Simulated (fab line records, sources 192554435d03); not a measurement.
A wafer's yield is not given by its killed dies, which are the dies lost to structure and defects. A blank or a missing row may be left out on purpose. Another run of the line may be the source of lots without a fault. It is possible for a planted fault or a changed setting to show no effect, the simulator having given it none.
fab line records | flow n5_finfet
[record] lots = 7 | wafers = 19 | last_day = 18
route steps=1938 shown BEOL_M15@1796 PASSIVATION@1936
lots untouched by any fault: they come from a run of this same line in which no faults occurred
start_h: hours from the record's opening day to when the first of the lot's shown wafers began | wait_h: hours elapsed since this lot's preceding step | " as in the row above | L1.1+2: one row covering several wafers at once | - no value present, or no start provided | * or withheld: withheld | < > ~ a bound
route shown NAME@n: names a module that has steps shown in the file, with the first one's number in the route | usual: mean and standard deviation over wafers with no fault | same: alike in all rows | chamber/n: place in a boat | sites: the reading at each site | _std_site: their standard deviation | _edge_site: outer sites' mean less inner sites' | radius_mm: for every site, how far away it sits from the centre of the wafer | mask NAME#n: copy n | behind: the most recent tool/chamber to have shaped the wafer | hold: what put the lot on hold/how long, in hours/how the hold closed | device: whichever transistor did not switch (one of n, p or np) | end of line: tests of these same wafers at the route's end | for a step that has no rows: nothing shown but its recipe | killed: at the first sort, the dies lost to defects and structure; wafer yield is something else | map: a wafer's dies, x killed, . not, _ none there
set.NAME: the setting the step ran with; set.NAME@STEP: the setting that earlier step ran with | model.NAME: the simulator's own value behind a step, which no gauge read
lots seen at some steps along the route; tables by step, rows by wafer
services: the hour from which a tool's chamber was out of use, counted from the record's first day as start_h (under 0 if before that day), plus the number of hours and why
[[steps]]
[step N5_BEOL_M15_COAT_60]
[recipe] resist = BARC | temp_c = 205 | time_s = 60 | spin_rpm = 1500 | resist_thk_nm = 89
[step N5_BEOL_M15_COAT_22]
[recipe] spin_rpm = 1704 | resist_thk_nm = 800
[step N5_BEOL_M15_EBR_24]
[recipe] solvent = PGMEA | ebr_width_mm = 1.5
[step N5_BEOL_M15_SOFTBAKE_23]
[recipe] temp_c = 130 | time_s = 60
[step N5_BEOL_M15_EXPOSE_25]
[recipe] mask_id = M15 | na = 0.8 | source_shape = annular | sigma_inner = 0.5 | sigma_outer = 0.8 | polarization = unpolarized | target_cd_nm = 400 | dose_mj = 35.5
[step N5_BEOL_M15_PEB_26]
[recipe] peb_temp_c = 130 | peb_time_s = 90
[step N5_BEOL_M15_DEVELOP_27]
[recipe] develop_time_s = 45 | rinse_liquid = diw | dry = air_spin | dev_temp_c = 21
[step N5_BEOL_M15_HARDBAKE_32]
[recipe] temp_c = 130 | time_s = 120
[step N5_BEOL_M15_CD_MEAS_28]
[recipe] target_cd_nm = 407.6 | landing_energy_ev = 500 | detector = se_inlens
[usual] cd_nm = 407.6/1.5
lot.wafer | tool      | chamber | start_h | wait_h | cd_nm
L166.1    | cd_sem-01 | 0       | 294.35  | -      | 406.4
L166.2    | "         | 0       | "       | "      | 406.0
L166.3    | "         | 0       | "       | "      | 408.1
L173.1    | cd_sem-02 | 0       | 308.18  | -      | 409.8
L173.2    | "         | 0       | "       | "      | 407.2
L173.4    | "         | 0       | "       | "      | 411.1
L179.1    | cd_sem-01 | 0       | 365.80  | -      | 408.1
L179.5    | "         | 0       | "       | "      | 409.9
L182.2    | cd_sem-02 | 0       | 367.26  | -      | 407.3
L182.3    | "         | 0       | "       | "      | 405.3
L182.5    | "         | 0       | "       | "      | 407.7
L181.5    | cd_sem-02 | 0       | 376.29  | -      | 407.1
L181.6    | "         | 0       | "       | "      | 405.4
L186.3    | cd_sem-01 | 0       | 412.79  | -      | 408.0
L186.5    | "         | 0       | "       | "      | 411.0
L186.6    | "         | 0       | "       | "      | 408.8
L187.1    | cd_sem-03 | 0       | 421.64  | -      | 408.5
L187.4    | "         | 0       | "       | "      | 407.9
L187.6    | "         | 0       | "       | "      | 406.7
[step N5_BEOL_M15_OVL_MEAS_29]
[recipe] points_per_wafer = 44
[usual] M15_OVL = 0/5.1
lot.wafer | tool       | chamber | start_h | wait_h | M15_OVL[nm]
L166.1    | overlay-02 | 0       | 294.38  | 0.0    | -1
L166.2    | "          | 0       | "       | "      | 4
L166.3    | "          | 0       | "       | "      | -6
L173.1    | overlay-02 | 0       | 308.21  | 0.0    | 1
L173.2    | "          | 0       | "       | "      | -5
L173.4    | "          | 0       | "       | "      | -3
L179.1    | overlay-02 | 0       | 365.84  | 0.0    | -3
L179.5    | "          | 0       | "       | "      | 0
L182.2    | overlay-01 | 0       | 367.29  | 0.0    | -2
L182.3    | "          | 0       | "       | "      | 2
L182.5    | "          | 0       | "       | "      | -7
L181.5    | overlay-01 | 0       | 376.32  | 0.0    | 4
L181.6    | "          | 0       | "       | "      | 12
L186.3    | overlay-02 | 0       | 412.82  | 0.0    | -1
L186.5    | "          | 0       | "       | "      | 6
L186.6    | "          | 0       | "       | "      | -6
L187.1    | overlay-01 | 0       | 421.67  | 0.0    | -7
L187.4    | "          | 0       | "       | "      | -7
L187.6    | "          | 0       | "       | "      | -9
[step N5_BEOL_M15_INSPECT_30]
[recipe] mode = adi | inspect_instrument = macro
[usual] raw_defect_count = 1.9/1.2
lot.wafer | tool              | chamber | start_h | wait_h | raw_defect_count
L166.1    | defect_inspect-02 | -       | 294.41  | 0.0    | 1
L166.2    | "                 | -       | "       | "      | 2
L166.3    | "                 | -       | "       | "      | 1
L173.1    | defect_inspect-01 | -       | 308.23  | 0.0    | 0
L173.2    | "                 | -       | "       | "      | 2
L173.4    | "                 | -       | "       | "      | 2
L179.1    | defect_inspect-01 | -       | 365.86  | 0.0    | 1
L179.5    | "                 | -       | "       | "      | 1
L182.2    | defect_inspect-02 | -       | 367.31  | 0.0    | 4
L182.3    | "                 | -       | "       | "      | 1
L182.5    | "                 | -       | "       | "      | 1
L181.5    | defect_inspect-01 | -       | 376.34  | 0.0    | 3
L181.6    | "                 | -       | "       | "      | 3
L186.3    | defect_inspect-02 | -       | 412.84  | 0.0    | 0
L186.5    | "                 | -       | "       | "      | 3
L186.6    | "                 | -       | "       | "      | 0
L187.1    | defect_inspect-01 | -       | 421.69  | 0.0    | 1
L187.4    | "                 | -       | "       | "      | 3
L187.6    | "                 | -       | "       | "      | 2
[step N5_BEOL_M15_DESCUM_33]
[recipe] chemistry = O2 | time_s = 7.9 | source_power_w = 50 | bias_power_w = 20 | pressure_mtorr = 20 | rf_frequency_hz = 2.712e+07 | temp_c = 40 | o2_flow_sccm = 225
[usual] drypump_motor_current_A = 5.6/0.48 | oes_product_au = 0.82/0.083 | rf_fwd_power_W = 49.35/0.28 | rf_vpp_V = 243.3/1.6 | showerhead_plenum_p_Torr = 2.10/0.086 | throttle_valve_pct = 20.51/0.23
lot.wafer | tool        | chamber | start_h | wait_h | drypump_motor_current_A | oes_product_au | rf_fwd_power_W | rf_hours_counter_h | rf_vpp_V | showerhead_plenum_p_Torr | throttle_valve_pct
L166.1    | rie_diel-04 | 2       | 294.69  | 0.3    | 6.1                     | 0.81           | 48.87          | 74                 | 244.6    | 2.19                     | 20.58
L166.2    | "           | 3       | "       | "      | 6.2                     | 0.76           | 49.32          | 157                | 240.4    | 2.02                     | 20.90
L166.3    | "           | 0       | "       | "      | 4.8                     | 0.84           | 49.10          | 44                 | 244.2    | 2.22                     | 20.31
L173.1    | rie_diel-02 | 0       | 308.48  | 0.3    | 5.8                     | 0.69           | 49.30          | 232                | 241.6    | 2.08                     | 20.81
L173.2    | "           | 1       | "       | "      | 5.1                     | 0.85           | 49.37          | 51                 | 241.7    | 2.03                     | 20.47
L173.4    | "           | 2       | "       | "      | 5.8                     | 0.81           | 49.40          | 73                 | 245.8    | 2.21                     | 20.40
L179.1    | rie_diel-04 | 2       | 366.00  | 0.1    | 6.2                     | 0.78           | 48.56          | 95                 | 245.0    | 2.18                     | 20.59
L179.5    | "           | 3       | "       | "      | 6.2                     | 0.74           | 48.99          | -                  | 241.7    | 2.02                     | 20.93
L182.2    | rie_diel-04 | 0       | 367.37  | 0.1    | 4.8                     | 0.82           | 49.30          | 67                 | 245.9    | 2.22                     | 20.35
L182.3    | "           | 2       | "       | "      | 6.1                     | 0.79           | 48.69          | 96                 | 244.6    | 2.18                     | 20.62
L182.5    | "           | 3       | "       | "      | 6.2                     | 0.75           | 49.23          | -                  | 241.0    | 2.02                     | 20.92
L181.5    | rie_diel-04 | 0       | 376.69  | 0.3    | 4.8                     | 0.82           | 49.11          | -                  | 244.6    | 2.21                     | 20.35
L181.6    | "           | 1       | "       | "      | 5.1                     | 0.93           | 49.52          | -                  | 241.7    | 2.03                     | 20.19
L186.3    | rie_diel-05 | 0       | 412.88  | 0.0    | 5.4                     | 0.89           | 49.50          | 34                 | 244.9    | 2.21                     | 20.30
L186.5    | "           | 0       | "       | "      | 5.4                     | 0.88           | 49.55          | -                  | 244.7    | 2.21                     | 20.30
L186.6    | "           | 3       | "       | "      | 5.9                     | 0.78           | 49.54          | -                  | 244.4    | 2.20                     | 20.36
L187.1    | rie_diel-05 | 2       | 421.78  | 0.1    | 5.5                     | 0.74           | 49.48          | 160                | 241.0    | 2.00                     | 20.63
L187.4    | "           | 0       | "       | "      | 5.4                     | 0.88           | 49.46          | -                  | 244.4    | 2.21                     | 20.30
L187.6    | "           | 2       | "       | "      | 5.5                     | 0.74           | 49.23          | -                  | 243.1    | 2.00                     | 20.62
[step N5_BEOL_M15_ETCH_61]
[recipe] chemistry = N2/H2 | target = BARC | target_depth_a = 890 | overetch_a = 267 | time_s = 67.9 | ion_energy_ev = 200 | pressure_mtorr = 30 | source_w = 840 | bias_w = 150 | n2_flow_sccm = 200 | h2_flow_sccm = 200
[usual] drypump_motor_current_A = 5.6/0.48 | oes_product_au = 0.69/0.066 | rf_fwd_power_W = 833/3.5 | rf_vpp_V = 524/3 | run_length_s = 91.1/0.51 | showerhead_plenum_p_Torr = 2.57/0.11 | throttle_valve_pct = 18.01/0.24
lot.wafer | tool        | chamber | start_h | wait_h | drypump_motor_current_A | oes_product_au | rf_fwd_power_W | rf_hours_counter_h | rf_vpp_V | run_length_s | showerhead_plenum_p_Torr | throttle_valve_pct | model.coat_of_BEOL_M15_COAT_22.thk_nm
L166.1    | rie_diel-04 | 2       | 294.73  | 0.0    | 6.1                     | 0.70           | 829            | 74                 | 528      | 91.5         | 2.68                     | 18.13              | 719.6
L166.2    | "           | 3       | "       | "      | 6.2                     | 0.65           | 832            | 157                | 522      | 90.1         | 2.46                     | 18.37              | 718.8
L166.3    | "           | 0       | "       | "      | 4.8                     | 0.73           | 831            | 44                 | 530      | 91.2         | 2.71                     | 17.71              | 714
L173.1    | rie_diel-02 | 0       | 308.52  | 0.0    | 5.7                     | 0.60           | 837            | 232                | 522      | 91.7         | 2.52                     | 18.20              | 717.2
L173.2    | "           | 1       | "       | "      | 5.1                     | 0.72           | 829            | 51                 | 523      | 91.5         | 2.47                     | 18.00              | 714
L173.4    | "           | 2       | "       | "      | 5.8                     | 0.70           | 837            | 73                 | 527      | 91.4         | 2.69                     | 17.94              | 716.2
L179.1    | rie_diel-04 | 2       | 366.03  | 0.0    | 6.2                     | 0.78           | -              | 95                 | 526      | 82.1         | 2.67                     | 18.21              | 727.6
L179.5    | "           | 3       | "       | "      | 6.2                     | 0.74           | -              | -                  | 521      | 80.4         | 2.45                     | 18.45              | 728.4
L182.2    | rie_diel-04 | 0       | 367.40  | 0.0    | 4.8                     | 0.70           | 829            | 67                 | 528      | 90.8         | 2.70                     | 17.76              | 719.6
L182.3    | "           | 2       | "       | "      | 6.1                     | 0.68           | 826            | 96                 | 527      | 92.2         | 2.67                     | 18.18              | 722.8
L182.5    | "           | 3       | "       | "      | 6.2                     | 0.74           | -              | -                  | 520      | 80.8         | 2.45                     | 18.43              | 731.4
L181.5    | rie_diel-04 | 0       | 376.73  | 0.0    | 4.8                     | 0.82           | -              | -                  | 526      | 81.0         | 2.69                     | 17.80              | 726
L181.6    | "           | 1       | "       | "      | 5.2                     | 0.78           | 833            | -                  | 522      | 91.6         | 2.48                     | 17.61              | 718.4
L186.3    | rie_diel-05 | 0       | 412.91  | 0.0    | 5.4                     | 0.75           | 838            | 34                 | 528      | 91.9         | 2.72                     | 17.97              | 725
L186.5    | "           | 0       | "       | "      | 5.4                     | 0.75           | 836            | -                  | 529      | 91.2         | 2.72                     | 17.98              | 722.6
L186.6    | "           | 3       | "       | "      | 5.9                     | 0.67           | 833            | -                  | 527      | 90.4         | 2.67                     | 17.85              | 724.6
L187.1    | rie_diel-05 | 2       | 421.81  | 0.0    | 5.5                     | 0.64           | 823            | 160                | 521      | 90.9         | 2.43                     | 18.05              | 718.8
L187.4    | "           | 0       | "       | "      | 5.3                     | 0.75           | 833            | -                  | 528      | 91.2         | 2.72                     | 18.00              | 720.8
L187.6    | "           | 2       | "       | "      | 5.5                     | 0.63           | 827            | -                  | 521      | 90.9         | 2.43                     | 18.06              | 720
[step N5_BEOL_M15_TRENCH_ETCH_34]
[recipe] chemistry = C4F8/O2/Ar | target = SiO2 | target_depth_a = 8729.3 | he_inner_torr = 15 | he_outer_torr = 30 | time_s = 199 | ion_energy_ev = 800 | pressure_mtorr = 20 | source_w = 1905 | bias_w = 2040 | Ar_flow_sccm = 400 | C4F8_flow_sccm = 16 | O2_flow_sccm = 12
[usual] drypump_motor_current_A = 5.6/0.48 | he_inner_torr = 15.000/0.029 | oes_f_703_au = 0.80/0.076 | oes_product_au = 0.81/0.082 | rf_fwd_power_W = 1899/6.3 | rf_vpp_V = 2236/34 | showerhead_plenum_p_Torr = 3.46/0.13 | throttle_valve_pct = 31.02/0.24
lot.wafer | tool        | chamber | start_h | wait_h | drypump_motor_current_A | he_inner_torr | oes_f_703_au | oes_product_au | rf_fwd_power_W | rf_hours_counter_h | rf_vpp_V | showerhead_plenum_p_Torr | throttle_valve_pct | model.coat_of_BEOL_M15_COAT_22.thk_nm
L166.1    | rie_diel-04 | 2       | 294.78  | 0.0    | 6.1                     | 15.011        | 0.81         | 0.81           | 1899           | 74                 | 2284     | 3.61                     | 31.22              | 546.8
L166.2    | "           | 3       | "       | "      | 6.2                     | 15.012        | 0.74         | 0.75           | 1891           | 157                | 2199     | 3.32                     | 31.42              | 543.2
L166.3    | "           | 0       | "       | "      | 4.8                     | 14.962        | 0.84         | 0.86           | 1894           | 44                 | 2244     | 3.63                     | 30.70              | 534.8
L173.1    | rie_diel-02 | 0       | 308.57  | 0.0    | 5.7                     | 14.985        | 0.70         | 0.69           | 1897           | 232                | 2246     | 3.40                     | 31.09              | 542.8
L173.2    | "           | 1       | "       | "      | 5.1                     | 14.951        | 0.85         | 0.87           | 1898           | 51                 | 2243     | 3.38                     | 31.29              | 538.6
L173.4    | "           | 2       | "       | "      | 5.8                     | 15.016        | 0.83         | 0.82           | 1899           | 73                 | 2262     | 3.58                     | 30.68              | 543.8
L179.1    | rie_diel-04 | 2       | 366.08  | 0.0    | 6.1                     | 14.969        | 0.79         | 0.79           | 1904           | 95                 | 2283     | 3.60                     | 31.24              | 557
L179.5    | "           | 3       | "       | "      | 6.2                     | 14.973        | 0.73         | 0.74           | 1903           | -                  | 2197     | 3.31                     | 31.45              | 551.6
L182.2    | rie_diel-04 | 0       | 367.45  | 0.0    | 4.8                     | 15.007        | 0.82         | 0.83           | 1903           | 67                 | 2244     | 3.61                     | 30.75              | 539.6
L182.3    | "           | 2       | "       | "      | 6.1                     | 14.991        | 0.77         | 0.79           | 1886           | 96                 | 2282     | 3.60                     | 31.24              | 552
L182.5    | "           | 3       | "       | "      | 6.2                     | 15.013        | 0.73         | 0.74           | 1902           | -                  | 2198     | 3.31                     | 31.47              | 555.6
L181.5    | rie_diel-04 | 0       | 376.84  | 0.1    | 4.8                     | 14.972        | 0.81         | 0.81           | 1893           | -                  | 2244     | 3.61                     | 30.72              | 550.4
L181.6    | "           | 1       | "       | "      | 5.2                     | 14.978        | 0.88         | 0.91           | 1899           | -                  | 2207     | 3.38                     | 30.85              | 547.8
L186.3    | rie_diel-05 | 0       | 412.96  | 0.0    | 5.4                     | 15.038        | 0.88         | 0.89           | 1911           | 34                 | 2314     | 3.61                     | 30.80              | 549.8
L186.5    | "           | 0       | "       | "      | 5.4                     | 15.028        | 0.88         | 0.89           | 1904           | -                  | 2315     | 3.61                     | 30.79              | 547.6
L186.6    | "           | 3       | "       | "      | 5.9                     | 14.926        | 0.77         | 0.79           | 1897           | -                  | 2229     | 3.59                     | 30.87              | 547.4
L187.1    | rie_diel-05 | 2       | 421.86  | 0.0    | 5.5                     | 15.026        | 0.73         | 0.73           | 1904           | 160                | 2193     | 3.31                     | 31.16              | 550.2
L187.4    | "           | 0       | "       | "      | 5.4                     | 14.987        | 0.88         | 0.88           | 1897           | -                  | 2313     | 3.61                     | 30.80              | 548.2
L187.6    | "           | 2       | "       | "      | 5.5                     | 15.023        | 0.74         | 0.73           | 1900           | -                  | 2193     | 3.31                     | 31.16              | 550.4
[step N5_PASSIVATION_PROBE_49]
[usual] defect_limited_yield = 91.1/1.5 | killed_at_M0_to_M3 = 33/9.9 | killed_at_M4_up = 14/5.2 | killed_at_contacts = 12/6.7 | killed_at_front_end = 43/13 | killed_at_other = 3.4/2.7 | killed_dies = 105/17 | killed_open = 69/13 | killed_short = 33/7.5 | sort_bin_5_function = 5.2/0.91 | sort_bin_6_memory = 3.3/0.71 | sort_n_pass = 1075/17 | sort_yield_pct = 91.1/1.5
[same] gross_dies = 1180 | killed_at_back_side = 0 | sort_bin_4_leakage[%] = 0 | sort_bin_8_speed[%] = 0
lot.wafer | tool      | chamber | start_h | wait_h | defect_limited_yield[%] | killed_at_M0_to_M3 | killed_at_M4_up | killed_at_contacts | killed_at_front_end | killed_at_other | killed_dies | killed_open | killed_short | sort_bin_5_function[%] | sort_bin_6_memory[%] | sort_n_pass | sort_yield_pct[%]
L181.5    | prober-02 | -       | 397.63  | 0.2    | 89.8                    | 52                 | 13              | 13                 | 40                  | 2               | 120         | 78          | 38           | 6.4                    | 3.7                  | 1060        | 89.8
L181.6    | prober-02 | -       | 397.68  | 0.3    | 87.6                    | 42                 | 14              | 24                 | 65                  | 1               | 146         | 88          | 52           | 7.5                    | 4.5                  | 1034        | 87.6
// killed by level:class
L181.5 BEOL_M3:geometric_particle:open=13 FIN_SAQP:geometric_particle:open=12 BEOL_M0_SAQP:geometric_particle:open=12 BEOL_M0_SAQP:geometric_particle:short=11 MOL_CONTACT_COAG:geometric_particle:open=10 STI_FIN_REVEAL:geometric_particle:open=8 FIN_SAQP:geometric_particle:short=6 BEOL_M0:geometric_particle:open=6
L181.6 FIN_SAQP:geometric_particle:open=24 MOL_CONTACT_COAG:geometric_particle:open=19 FIN_SAQP:geometric_particle:short=17 BEOL_M0_SAQP:geometric_particle:short=13 BEOL_M0_SAQP:geometric_particle:open=10 GATE_CUT:geometric_particle:short=5 MOL_CONTACT_COAG:geometric_particle:short=5 BEOL_M3:geometric_particle:open=5
[[services]]
tool        | chamber | start_h | hours | kind
rie_diel-05 | 0       | 273.24  | -     | clean
rie_diel-05 | 0       | 273.24  | -     | consumable_replace:focus_ring
rie_diel-05 | 0       | 273.24  | -     | consumable_replace:showerhead
rie_diel-04 | 3       | 352.37  | 5.9   | repair
rie_diel-05 | 3       | 368.86  | 6.4   | repair
rie_diel-02 | 0       | 371.14  | -     | clean
rie_diel-02 | 0       | 371.14  | -     | consumable_replace:focus_ring
rie_diel-02 | 0       | 371.14  | 15.0  | scheduled_down
rie_diel-02 | 0       | 371.14  | 15.0  | vent_cycle
rie_diel-05 | -       | 372.88  | 0.2   | repair
rie_diel-05 | 0       | 381.64  | 1.3   | repair
rie_diel-05 | 1       | 387.41  | -     | clean
rie_diel-05 | 1       | 387.41  | -     | consumable_replace:focus_ring
rie_diel-05 | 1       | 387.41  | 18.7  | scheduled_down
rie_diel-05 | 1       | 387.41  | 18.7  | vent_cycle
rie_diel-04 | 3       | 406.27  | 3.4   | repair
rie_diel-05 | 3       | 419.07  | 2.9   | repair
[[key]]
[first_sign] step = N5_BEOL_M15_ETCH_61 | reading = run_length_s | direction = down | sigmas = 20 | usual = * | struck = *
effect none on later readings
[model_effect] step = N5_BEOL_M15_ETCH_61 | value = coat_of_BEOL_M15_COAT_22.thk_nm | without = 718.8 | struck = 728.4
[model_effect] step = N5_BEOL_M15_TRENCH_ETCH_34 | value = coat_of_BEOL_M15_COAT_22.thk_nm | without = 544.1 | struck = 553.6
met_at N5_BEOL_M15_ETCH_61
struck_wafers L179.1,L179.5,L181.5,L182.5
onset_between 294.73 366.03
[fault] kind = process_parameter_drift | tool = rie_diel-04 | chamber = - | onset_h = 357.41 | steps = N5_BEOL_M15_ETCH_61 | channel = time_s | offset = * | shape = step | end_h = 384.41 | scope = struck_wafers_only | acts_in = * | stated = *
